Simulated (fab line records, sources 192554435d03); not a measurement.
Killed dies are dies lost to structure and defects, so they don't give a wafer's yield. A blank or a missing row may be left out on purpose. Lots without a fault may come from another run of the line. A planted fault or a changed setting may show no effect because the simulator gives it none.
Chamber matching | flow n5_finfet | N5_BEOL_M9_CURE_71 on uv_cure-02: 3 sister chambers
The step cures SiCOH lowk, time 240 s. 16 wafers are shown with their chamber, then 8 later ones without.

WAFERS WITH THEIR CHAMBER
wafer  | chamber | wafer_temp_C_max | lamp_power_pct (%)
L074.3 | 0       | 386.0            | 52.34
L074.4 | 0       | 386.5            | 52.29
L074.5 | 0       | 386.3            | 52.38
L078.1 | 2       | 386.2            | 52.40
L078.3 | 2       | 386.4            | 52.26
L078.4 | 2       | 385.8            | 52.35
L083.1 | 1       | 386.6            | 52.40
L083.5 | 1       | 386.9            | 52.34
L083.6 | 1       | 387.2            | 52.31
L085.3 | 0       | 385.9            | 52.30
L085.4 | 0       | 386.2            | 52.31
L085.6 | 0       | 385.9            | 52.39
L086.2 | 0       | 386.0            | 52.33
L086.3 | 0       | 386.1            | 52.30
L086.6 | 0       | 386.8            | 52.26
L079.1 | 0       | 386.4            | 52.27

SIGNATURES (means of the wafers above)
reading          | chamber 0 | chamber 1 | chamber 2 | scatter within a chamber
wafer_temp_C_max | 386.210   | 386.900   | 386.133   | 0.296
lamp_power_pct   | 52.3170   | 52.3500   | 52.3367   | 0.0489
Rule: a wafer's distance from a chamber is the root of the sum, over the readings, of the square of ((its reading less the chamber's mean) divided by the reading's scatter). The wafer belongs to the nearest chamber; if the next one is less than 2 further off, it can't be placed. The scatter: the root of (the sum of the squares of (reading less its chamber's mean) over the shown wafers, divided by (wafers less chambers)).

WAFERS WITHOUT THEIR CHAMBER
wafer  | wafer_temp_C_max | lamp_power_pct (%)
L079.2 | 386.4            | 52.34
L079.6 | 386.5            | 52.28
L094.1 | 386.7            | 52.37
L094.2 | 387.5            | 52.37
L094.6 | 386.7            | 52.31
L095.1 | 386.7            | 52.26
L095.4 | 386.7            | 52.21
L095.6 | 386.6            | 52.31

WHICH CHAMBER EACH WENT THROUGH
wafer  | from the rows above          | in truth
L079.2 | can't be placed: 0 or 2 or 1 | 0
L079.6 | can't be placed: 0 or 2 or 1 | 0
L094.1 | can't be placed: 1 or 0 or 2 | 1
L094.2 | 1                            | 1
L094.6 | can't be placed: 1 or 0 or 2 | 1
L095.1 | can't be placed: 1 or 0 or 2 | 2
L095.4 | can't be placed: 0 or 1 or 2 | 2
L095.6 | can't be placed: 1 or 0 or 2 | 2
Placed correctly: 1 of 8. Can't be placed from these rows: 7 (the true chamber is among the candidates in 7). Placed wrongly: 0.
